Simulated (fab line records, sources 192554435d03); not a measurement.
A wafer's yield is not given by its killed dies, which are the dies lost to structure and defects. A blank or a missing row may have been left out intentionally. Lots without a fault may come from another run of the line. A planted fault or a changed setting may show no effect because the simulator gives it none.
fab line records	flow n5_finfet	part 1 of 2: steps 1 to 19 of 31
record: lots: 5	wafers: 15	last_day: 16
route steps=1938 shown MIM_TOP_LITHO@1850 MIM_TOP_ETCH@1851 MIM_BOT_LITHO@1854 MIM_BOT_ETCH@1866 PASS1_CAP@1873 TV_LITHO@1875
lots untouched by any fault: they come from a run of this same line in which no faults occurred
start_h: hours from the record's first day to the start of the lot's first wafer shown	wait_h: time in hours since the lot's previous step	" the same as in the row above	L1.1+2: a single row standing in for several wafers	- no value, or no start was given	* or withheld: withheld	< > ~ a bound
route shown NAME@n: names a module that has steps shown in the file, with the first one's number in the route	usual: mean/standard deviation taken from wafers without a fault	same: alike in all rows	chamber/n: place in a boat	sites: the reading at each site	_std_site: standard deviation of those values	_edge_site: mean of outer sites minus mean of inner sites	radius_mm: for every site, how far away it sits from the centre of the wafer	mask NAME#n: copy n	behind: the most recent tool/chamber to have shaped the wafer	hold: the reason the lot was held/the length of the hold in hours/how it ended	device: names the non-switching transistor (n, p or np)	end of line: the tests these same wafers got at the end of their route	a step with no rows: only its recipe	killed: dies lost to structure and defects at the first sort, not the wafer's yield	map: a wafer's dies, marking killed ones x, the rest . and places with no die _
set.NAME: setting as actually run; set.NAME@STEP: the setting as run at that earlier step	model.NAME: the simulator's own value behind a step, which no gauge read
lots at some steps of the route; a table a step, a row a wafer
services: the hour from which a tool's chamber was out of use, counted from the record's first day as start_h (under 0 if before that day), plus the number of hours and why
== steps ==
step: N5_MIM_TOP_LITHO_DESCUM_10
recipe: chemistry: O2	time_s: 7.9	source_power_w: 50	bias_power_w: 20	pressure_mtorr: 20	rf_frequency_hz: 2.712e+07	temp_c: 40	o2_flow_sccm: 225
usual: drypump_motor_current_A: 5.5/0.4	oes_product_au: 0.81/0.085	rf_vpp_V: 243.3/1.3	showerhead_plenum_p_Torr: 2.11/0.053	throttle_valve_pct: 20.45/0.18
lot.wafer	tool	chamber	start_h	wait_h	drypump_motor_current_A	oes_product_au	rf_hours_counter_h	rf_vpp_V	showerhead_plenum_p_Torr	throttle_valve_pct
L077.1	rie_diel-04	1	288.93	0.0	5.4	0.85	66	242.2	2.04	20.42
L077.2	"	3	"	"	5.6	0.82	90	242.7	2.12	20.51
L077.3	"	2	"	"	5.5	0.81	105	242.7	2.12	20.50
L080.1	rie_diel-01	3	308.25	0.1	5.7	0.82	83	242.2	2.03	20.34
L080.4	"	2	"	"	6.1	0.82	94	245.1	2.21	20.34
L080.5	"	2	"	"	6.1	0.81	-	243.6	2.21	20.35
L084.1	rie_diel-01	0	333.54	0.0	5.3	0.81	105	244.6	2.19	20.25
L084.5	"	0	"	"	5.3	0.81	-	246.4	2.19	20.25
L084.6	"	1	"	"	5.9	0.94	-	242.1	2.13	20.11
L089.1	rie_diel-04	1	359.01	0.0	5.4	0.82	91	243.8	2.03	20.44
L089.2	"	3	"	"	5.6	0.79	115	242.2	2.11	20.54
L089.6	"	1	"	"	5.4	0.81	-	242.5	2.03	20.46
L092.1	rie_diel-02	2	376.62	0.0	5.5	0.68	246	243.5	2.06	20.50
L092.3	"	3	"	"	5.1	0.68	248	242.9	2.14	20.43
L092.4	"	1	"	"	4.7	0.76	168	241.4	2.08	20.75
step: N5_MIM_TOP_ETCH_ETCH_00
recipe: chemistry: Cl2/BCl3	target: TiN	target_depth_a: 385	ion_energy_ev: 150	pressure_mtorr: 10	icp_w: 1000	bias_w: 126	Cl2_flow_sccm: 53.25	bcl3_flow_sccm: 21.75	Ar_flow_sccm: 25
usual: bcl3_flow_sccm: 21.75/0.065	drypump_motor_current_A: 5.7/0.43	oes_product_au: 0.77/0.065	throttle_valve_pct: 22.66/0.11
lot.wafer	tool	chamber	start_h	wait_h	bcl3_flow_sccm	drypump_motor_current_A	oes_product_au	rf_hours_counter_h	throttle_valve_pct
L077.1	rie_metal-01	0	289.01	0.1	21.71	5.3	0.83	28	22.71
L077.2	"	0	"	"	21.70	5.3	0.83	-	22.70
L077.3	"	0	"	"	21.68	5.3	0.83	-	22.70
L080.1	rie_metal-02	1	308.34	0.1	21.77	6.2	0.70	63	22.71
L080.4	"	0	"	"	21.80	5.6	0.74	-	22.52
L080.5	"	1	"	"	21.74	6.1	0.70	-	22.71
L084.1	rie_metal-01	1	333.63	0.1	21.77	5.3	0.81	37	22.65
L084.5	"	0	"	"	21.64	5.3	0.83	-	22.71
L084.6	"	1	"	"	21.78	5.2	0.81	-	22.65
L089.1	rie_metal-03	1	359.10	0.1	21.65	6.5	0.83	19	22.81
L089.2	"	0	"	"	21.77	5.6	0.70	75	22.51
L089.6	"	1	"	"	21.71	6.4	0.84	-	22.82
L092.1	rie_metal-03	1	376.71	0.1	21.78	6.5	0.82	20	22.83
L092.3	"	1	"	"	21.70	6.5	0.83	-	22.83
L092.4	"	0	"	"	21.79	5.6	0.69	-	22.52
step: N5_MIM_TOP_ETCH_STRIP_01
recipe: chemistry: O2	power_w: 600	temp_c: 60	pressure_mtorr: 30	rf_frequency_hz: 6e+07	bias_power_w: 0	overash_fraction: 0.5	o2_flow_sccm: 225
usual: drypump_motor_current_A: 5.5/0.4	oes_product_au: 0.78/0.081	rf_vpp_V: 3.6/1.4	showerhead_plenum_p_Torr: 2.09/0.049	throttle_valve_pct: 16.66/0.21
lot.wafer	tool	chamber	start_h	wait_h	drypump_motor_current_A	oes_product_au	rf_hours_counter_h	rf_vpp_V	showerhead_plenum_p_Torr	throttle_valve_pct
L077.1	rie_diel-03	0	289.30	0.2	6.2	0.87	38	2.6	2.05	16.39
L077.2	"	3	"	"	5.4	0.73	175	5.0	2.08	16.97
L077.3	"	2	"	"	5.7	0.68	214	5.5	2.16	16.50
L080.1	rie_diel-05	1	308.48	0.1	4.9	0.82	95	3.4	2.03	16.46
L080.4	"	2	"	"	5.8	0.79	137	3.4	2.09	17.00
L080.5	"	3	"	"	5.4	0.73	-	4.8	2.09	16.45
L084.1	rie_diel-05	3	333.77	0.1	5.4	0.72	171	2.9	2.09	16.48
L084.5	"	1	"	"	4.9	0.80	-	2.2	2.03	16.50
L084.6	"	2	"	"	5.9	0.79	-	4.1	2.09	16.95
L089.1	rie_diel-03	3	359.24	0.1	5.4	0.70	197	3.1	2.07	16.98
L089.2	"	2	"	"	5.7	0.64	236	2.0	2.15	16.51
L089.6	"	1	"	"	5.1	0.77	-	3.0	2.10	16.62
L092.1	rie_diel-03	0	376.92	0.2	6.2	0.83	64	6.3	2.04	16.43
L092.3	"	3	"	"	5.4	0.71	202	3.4	2.07	16.99
L092.4	"	2	"	"	5.8	0.67	241	1.9	2.14	16.56
step: N5_MIM_TOP_ETCH_PECVD_03
recipe: material: SiNx	target_thk_a: 200	temp_c: 400	precursor: SiH4/NH3/N2	pressure_torr: 1.5	rf_w: 300	time_s: 17.6
usual: heater_power_outer_w: 443/89	heater_power_w: 727/130	showerhead_plenum_p_Torr: 5.11/0.054	throttle_valve_pct: 40.7/2.1
lot.wafer	tool	chamber	start_h	wait_h	heater_power_outer_w	heater_power_w	showerhead_plenum_p_Torr	since_wet_clean_h	throttle_valve_pct
L077.1	pecvd-03	1	289.37	-	578	867	5.15	1899	41.6
L077.2	"	0	"	"	406	689	5.11	1174	44.4
L077.3	"	0	"	"	417	679	5.10	-	44.5
L080.1	pecvd-03	2	308.72	-	618	1020	5.16	440	39.1
L080.4	"	0	"	"	423	699	5.10	-	44.3
L080.5	"	1	"	"	521	801	5.15	-	41.3
L084.1	pecvd-02	0	333.83	-	417	717	5.17	856	38.7
L084.5	"	0	"	"	422	696	5.16	-	39.0
L084.6	"	2	"	"	312	531	4.97	-	38.7
L089.1	pecvd-02	0	359.30	-	361	598	5.16	882	38.9
L089.2	"	1	"	"	472	772	5.10	1607	42.0
L089.6	"	0	"	"	362	612	5.16	-	39.2
L092.1	pecvd-01	1	376.98	-	369	679	5.13	1806	40.7
L092.3	"	0	"	"	373	652	5.06	1081	37.7
L092.4	"	2	"	"	430	639	5.14	-	40.4
step: N5_MIM_BOT_LITHO_HMDS_01
recipe: time_s: 60	temp_c: 120
usual: heater_power_total_W: 196.9/2.2
lot.wafer	tool	chamber	start_h	wait_h	heater_power_total_W
L077.1	litho_track-04	0	289.46	0.1	194.3
L077.2	"	0	"	"	195.8
L077.3	"	0	"	"	193.8
L080.1	litho_track-05	0	308.79	0.0	198.9
L080.4	"	0	"	"	196.7
L080.5	"	0	"	"	196.0
L084.1	litho_track-01	0	333.90	0.0	195.7
L084.5	"	0	"	"	198.8
L084.6	"	0	"	"	195.9
L089.1	litho_track-05	0	359.37	0.0	194.2
L089.2	"	0	"	"	196.2
L089.6	"	0	"	"	198.9
L092.1	litho_track-01	0	377.06	0.0	198.9
L092.3	"	0	"	"	199.7
L092.4	"	0	"	"	196.3
step: N5_MIM_BOT_LITHO_COAT_02
recipe: spin_rpm: *	resist_thk_nm: *
lot.wafer	tool	chamber	start_h	wait_h
L077.1+2+3	litho_track-04	0	-	-
L080.1+4+5	litho_track-05	0	-	-
L084.1+5+6	litho_track-01	0	-	-
L089.1+2+6	litho_track-05	0	-	-
L092.1+3+4	litho_track-01	0	-	-
step: N5_MIM_BOT_LITHO_EBR_04
recipe: solvent: PGMEA	ebr_width_mm: 1.5
lot.wafer	tool	chamber	start_h	wait_h
L077.1+2+3	litho_track-04	0	-	-
L080.1+4+5	litho_track-05	0	-	-
L084.1+5+6	litho_track-01	0	-	-
L089.1+2+6	litho_track-05	0	-	-
L092.1+3+4	litho_track-01	0	-	-
step: N5_MIM_BOT_LITHO_SOFTBAKE_03
recipe: temp_c: 100	time_s: 90
usual: heater_power_total_W: 121.2/0.59
lot.wafer	tool	chamber	start_h	wait_h	heater_power_total_W
L077.1	litho_track-04	0	-	-	121.5
L077.2	"	0	"	"	121.4
L077.3	"	0	"	"	121.3
L080.1	litho_track-05	0	-	-	120.8
L080.4	"	0	"	"	121.5
L080.5	"	0	"	"	121.7
L084.1	litho_track-01	0	-	-	121.8
L084.5	"	0	"	"	122.1
L084.6	"	0	"	"	120.0
L089.1	litho_track-05	0	-	-	121.0
L089.2	"	0	"	"	122.0
L089.6	"	0	"	"	121.5
L092.1	litho_track-01	0	-	-	120.1
L092.3	"	0	"	"	121.4
L092.4	"	0	"	"	121.5
step: N5_MIM_BOT_LITHO_EXPOSE_05
recipe: mask_id: MIM_BOT	na: 0.55	source_shape: conventional	sigma_outer: 0.8	polarization: unpolarized	dose_mj: 24.25
usual: reticle_temp_C: 23.00/0.12
same: na: 0.55
lot.wafer	tool	chamber	start_h	wait_h	mask	reticle_temp_C
L077.1	krf_scanner-02	0	289.69	-	MIM_BOT#0	23.10
L077.2	"	0	"	"	MIM_BOT#0	23.16
L077.3	"	0	"	"	MIM_BOT#0	23.16
L080.1	krf_scanner-02	0	309.03	-	MIM_BOT#0	23.05
L080.4	"	0	"	"	MIM_BOT#0	23.09
L080.5	"	0	"	"	MIM_BOT#0	23.15
L084.1	krf_scanner-02	0	334.14	-	MIM_BOT#0	23.04
L084.5	"	0	"	"	MIM_BOT#0	22.97
L084.6	"	0	"	"	MIM_BOT#0	22.98
L089.1	krf_scanner-01	0	359.61	-	MIM_BOT#0	23.07
L089.2	"	0	"	"	MIM_BOT#0	22.91
L089.6	"	0	"	"	MIM_BOT#0	23.09
L092.1	krf_scanner-02	0	377.29	-	MIM_BOT#0	22.81
L092.3	"	0	"	"	MIM_BOT#0	22.95
L092.4	"	0	"	"	MIM_BOT#0	22.91
step: N5_MIM_BOT_LITHO_PEB_06
recipe: peb_temp_c: withheld	peb_time_s: *
same: peb_time_s: *
lot.wafer	tool	chamber	start_h	wait_h
L077.1+2+3	litho_track-05	0	289.75	0.1
L080.1+4+5	litho_track-05	0	309.08	0.1
L084.1+5+6	litho_track-01	0	334.20	0.1
L089.1+2+6	litho_track-05	0	359.66	0.1
L092.1+3+4	litho_track-01	0	377.35	0.1
step: N5_MIM_BOT_LITHO_DEVELOP_07
recipe: develop_time_s: 60	rinse_liquid: diw	dry: air_spin	dev_temp_c: 21
lot.wafer	tool	chamber	start_h	wait_h
L077.1+2+3	litho_track-05	0	-	-
L080.1+4+5	litho_track-05	0	-	-
L084.1+5+6	litho_track-01	0	-	-
L089.1+2+6	litho_track-05	0	-	-
L092.1+3+4	litho_track-01	0	-	-
step: N5_MIM_BOT_LITHO_HARDBAKE_09
recipe: temp_c: 130	time_s: 120
usual: heater_power_total_W: 148.0/0.9
lot.wafer	tool	chamber	start_h	wait_h	heater_power_total_W
L077.1	litho_track-05	0	-	-	147.3
L077.2	"	0	"	"	147.7
L077.3	"	0	"	"	147.3
L080.1	litho_track-05	0	-	-	149.4
L080.4	"	0	"	"	149.4
L080.5	"	0	"	"	147.5
L084.1	litho_track-01	0	-	-	147.9
L084.5	"	0	"	"	146.2
L084.6	"	0	"	"	146.2
L089.1	litho_track-05	0	-	-	149.2
L089.2	"	0	"	"	147.7
L089.6	"	0	"	"	149.2
L092.1	litho_track-01	0	-	-	147.8
L092.3	"	0	"	"	147.9
L092.4	"	0	"	"	149.1
step: N5_MIM_BOT_LITHO_CD_MEAS_08
recipe: target_cd_nm: 3000	landing_energy_ev: 500	detector: se_inlens	polarity: opening
usual: cd_nm: 3000.4/1.5
lot.wafer	tool	chamber	start_h	wait_h	cd_nm
L077.1	cd_sem-03	0	289.87	-	2998.8
L077.2	"	0	"	"	2999.6
L077.3	"	0	"	"	2998.2
L080.1	cd_sem-02	0	309.21	-	2998.2
L080.4	"	0	"	"	2999.2
L080.5	"	0	"	"	2997.7
L084.1	cd_sem-03	0	334.32	-	2999.1
L084.5	"	0	"	"	3001.7
L084.6	"	0	"	"	3002.7
L089.1	cd_sem-02	0	359.78	-	3000.1
L089.2	"	0	"	"	2999.0
L089.6	"	0	"	"	2999.4
L092.1	cd_sem-02	0	377.47	-	3000.1
L092.3	"	0	"	"	2999.8
L092.4	"	0	"	"	3001.2
step: N5_MIM_BOT_LITHO_OVL_MEAS_11
recipe: points_per_wafer: 44
usual: MIM_BOT_OVL: -2/5
lot.wafer	tool	chamber	start_h	wait_h	MIM_BOT_OVL[nm]
L077.1	overlay-02	0	289.90	0.0	2
L077.2	"	0	"	"	-8
L077.3	"	0	"	"	-1
L080.1	overlay-02	0	309.24	0.0	-1
L080.4	"	0	"	"	-4
L080.5	"	0	"	"	6
L084.1	overlay-01	0	334.35	0.0	-4
L084.5	"	0	"	"	-4
L084.6	"	0	"	"	1
L089.1	overlay-01	0	359.81	0.0	-3
L089.2	"	0	"	"	9
L089.6	"	0	"	"	5
L092.1	overlay-01	0	377.50	0.0	-1
L092.3	"	0	"	"	6
L092.4	"	0	"	"	2
step: N5_MIM_BOT_LITHO_INSPECT_12
recipe: mode: adi	inspect_instrument: macro
usual: raw_defect_count: 2.2/1.4
lot.wafer	tool	chamber	start_h	wait_h	raw_defect_count
L077.1	defect_inspect-02	-	289.92	0.0	0
L077.2	"	-	"	"	2
L077.3	"	-	"	"	1
L080.1	defect_inspect-02	-	309.26	0.0	4
L080.4	"	-	"	"	1
L080.5	"	-	"	"	2
L084.1	defect_inspect-01	-	334.37	0.0	4
L084.5	"	-	"	"	2
L084.6	"	-	"	"	2
L089.1	defect_inspect-02	-	359.84	0.0	3
L089.2	"	-	"	"	4
L089.6	"	-	"	"	2
L092.1	defect_inspect-01	-	377.53	0.0	3
L092.3	"	-	"	"	1
L092.4	"	-	"	"	2
step: N5_MIM_BOT_LITHO_DESCUM_10
recipe: chemistry: O2	time_s: 7.9	source_power_w: 50	bias_power_w: 20	pressure_mtorr: 20	rf_frequency_hz: 2.712e+07	temp_c: 40	o2_flow_sccm: 225
usual: drypump_motor_current_A: 5.4/0.39	oes_product_au: 0.81/0.081	rf_vpp_V: 243.4/1.2	showerhead_plenum_p_Torr: 2.11/0.053	throttle_valve_pct: 20.44/0.19
lot.wafer	tool	chamber	start_h	wait_h	drypump_motor_current_A	oes_product_au	rf_hours_counter_h	rf_vpp_V	showerhead_plenum_p_Torr	throttle_valve_pct
L077.1	rie_diel-02	3	290.00	0.1	5.1	0.70	215	244.9	2.15	20.37
L077.2	"	1	"	"	4.7	0.78	134	242.7	2.10	20.70
L077.3	"	0	"	"	5.6	0.97	5	244.6	2.15	20.55
L080.1	rie_diel-01	3	309.29	0.0	5.7	0.82	83	242.8	2.03	20.31
L080.4	"	0	"	"	5.2	0.82	99	246.2	2.19	20.21
L080.5	"	0	"	"	5.2	0.82	-	244.1	2.19	20.23
L084.1	rie_diel-02	2	334.41	0.0	5.5	0.68	231	243.8	2.07	20.48
L084.5	"	0	"	"	5.7	0.91	-	244.2	2.14	20.57
L084.6	"	1	"	"	4.7	0.77	-	243.7	2.09	20.71
L089.1	rie_diel-02	3	360.41	0.6	5.1	0.68	243	244.0	2.14	20.43
L089.2	"	2	"	"	5.5	0.68	241	244.8	2.06	20.48
L089.6	"	2	"	"	5.5	0.68	-	242.3	2.07	20.48
L092.1	rie_diel-01	2	377.59	0.1	6.0	0.79	116	244.7	2.20	20.37
L092.3	"	0	"	"	5.3	0.80	121	245.6	2.19	20.28
L092.4	"	3	"	"	5.7	0.81	104	241.2	2.02	20.36
step: N5_MIM_BOT_ETCH_ETCH_04
recipe: chemistry: CF4/O2	target: SiNx	target_depth_a: 260	time_s: 13	ion_energy_ev: 100	pressure_mtorr: 40	source_w: 535	bias_w: 49	Ar_flow_sccm: 100	cf4_flow_sccm: 100	O2_flow_sccm: 10
usual: drypump_motor_current_A: 5.4/0.39	oes_product_au: 0.81/0.081	rf_vpp_V: 241/3.4	showerhead_plenum_p_Torr: 2.22/0.054	throttle_valve_pct: 15.99/0.18
lot.wafer	tool	chamber	start_h	wait_h	drypump_motor_current_A	oes_product_au	rf_hours_counter_h	rf_vpp_V	showerhead_plenum_p_Torr	throttle_valve_pct
L077.1	rie_diel-02	3	290.07	0.0	5.1	0.70	215	242	2.27	16.05
L077.2	"	1	"	"	4.7	0.78	134	242	2.21	16.26
L077.3	"	0	"	"	5.7	0.97	5	240	2.25	15.97
L080.1	rie_diel-01	3	309.36	0.0	5.7	0.83	83	238	2.14	15.86
L080.4	"	0	"	"	5.3	0.83	99	249	2.31	15.81
L080.5	"	0	"	"	5.3	0.83	-	248	2.31	15.82
L084.1	rie_diel-02	2	334.47	0.0	5.5	0.69	231	245	2.17	16.02
L084.5	"	0	"	"	5.6	0.91	-	241	2.25	16.05
L084.6	"	1	"	"	4.7	0.76	-	241	2.20	16.27
L089.1	rie_diel-02	3	360.47	0.0	5.1	0.68	243	240	2.26	16.09
L089.2	"	2	"	"	5.5	0.68	241	244	2.17	16.04
L089.6	"	2	"	"	5.5	0.69	-	246	2.17	16.03
L092.1	rie_diel-01	2	377.66	0.0	6.0	0.80	116	243	2.30	15.84
L092.3	"	0	"	"	5.2	0.80	121	247	2.30	15.87
L092.4	"	3	"	"	5.7	0.80	104	238	2.13	15.90
step: N5_MIM_BOT_ETCH_ETCH_03
recipe: chemistry: Cl2/BCl3	target_depth_a: 120	pressure_mtorr: 8	icp_w: 800	bias_w: 100	Cl2_flow_sccm: 20	bcl3_flow_sccm: 80
usual: bcl3_flow_sccm: 80.03/0.26	drypump_motor_current_A: 5.8/0.45	oes_product_au: 0.77/0.064	throttle_valve_pct: 27.46/0.17
lot.wafer	tool	chamber	start_h	wait_h	bcl3_flow_sccm	drypump_motor_current_A	oes_product_au	rf_hours_counter_h	throttle_valve_pct
L077.1	rie_metal-03	1	290.15	0.1	80.05	6.5	0.87	13	27.68
L077.2	"	0	"	"	80.14	5.6	0.71	69	27.21
L077.3	"	1	"	"	80.00	6.4	0.85	-	27.68
L080.1	rie_metal-03	1	309.45	0.1	80.19	6.5	0.86	15	27.68
L080.4	"	1	"	"	79.70	6.4	0.86	-	27.67
L080.5	"	1	"	"	80.47	6.5	0.85	-	27.68
L084.1	rie_metal-02	0	334.56	0.1	79.87	5.6	0.74	57	27.30
L084.5	"	1	"	"	79.97	6.2	0.69	-	27.50
L084.6	"	0	"	"	79.90	5.6	0.73	-	27.30
L089.1	rie_metal-02	0	360.56	0.1	79.36	5.6	0.73	59	27.30
L089.2	"	1	"	"	80.21	6.1	0.69	69	27.53
L089.6	"	1	"	"	80.07	6.1	0.69	-	27.52
L092.1	rie_metal-03	1	377.75	0.1	80.26	6.5	0.83	21	27.70
L092.3	"	1	"	"	79.87	6.5	0.84	-	27.69
L092.4	"	0	"	"	79.29	5.6	0.69	-	27.24
step: N5_MIM_BOT_ETCH_ETCH_00
recipe: chemistry: Cl2/BCl3	target: TiN	target_depth_a: 455	ion_energy_ev: 150	pressure_mtorr: 10	icp_w: 1000	bias_w: 126	Cl2_flow_sccm: 53.25	bcl3_flow_sccm: 21.75	Ar_flow_sccm: 25
usual: bcl3_flow_sccm: 21.75/0.066	drypump_motor_current_A: 5.8/0.45	oes_product_au: 0.77/0.063	throttle_valve_pct: 21.89/0.1
lot.wafer	tool	chamber	start_h	wait_h	bcl3_flow_sccm	drypump_motor_current_A	oes_product_au	rf_hours_counter_h	throttle_valve_pct
L077.1	rie_metal-03	1	290.24	0.1	21.80	6.4	0.86	13	22.03
L077.2	"	0	"	"	21.69	5.6	0.71	69	21.78
L077.3	"	1	"	"	21.59	6.5	0.85	-	22.01
L080.1	rie_metal-03	1	309.54	0.1	21.55	6.4	0.86	15	22.01
L080.4	"	1	"	"	21.64	6.4	0.86	-	22.01
L080.5	"	1	"	"	21.80	6.5	0.87	-	22.01
L084.1	rie_metal-02	0	334.65	0.1	21.78	5.6	0.74	57	21.74
L084.5	"	1	"	"	21.72	6.1	0.69	-	21.93
L084.6	"	0	"	"	21.81	5.6	0.74	-	21.74
L089.1	rie_metal-02	0	360.65	0.1	21.85	5.6	0.73	59	21.74
L089.2	"	1	"	"	21.75	6.1	0.69	69	21.93
L089.6	"	1	"	"	21.83	6.1	0.69	-	21.94
L092.1	rie_metal-03	1	377.84	0.1	21.83	6.4	0.84	21	22.02
L092.3	"	1	"	"	21.76	6.4	0.83	-	22.03
L092.4	"	0	"	"	21.68	5.6	0.68	-	21.77
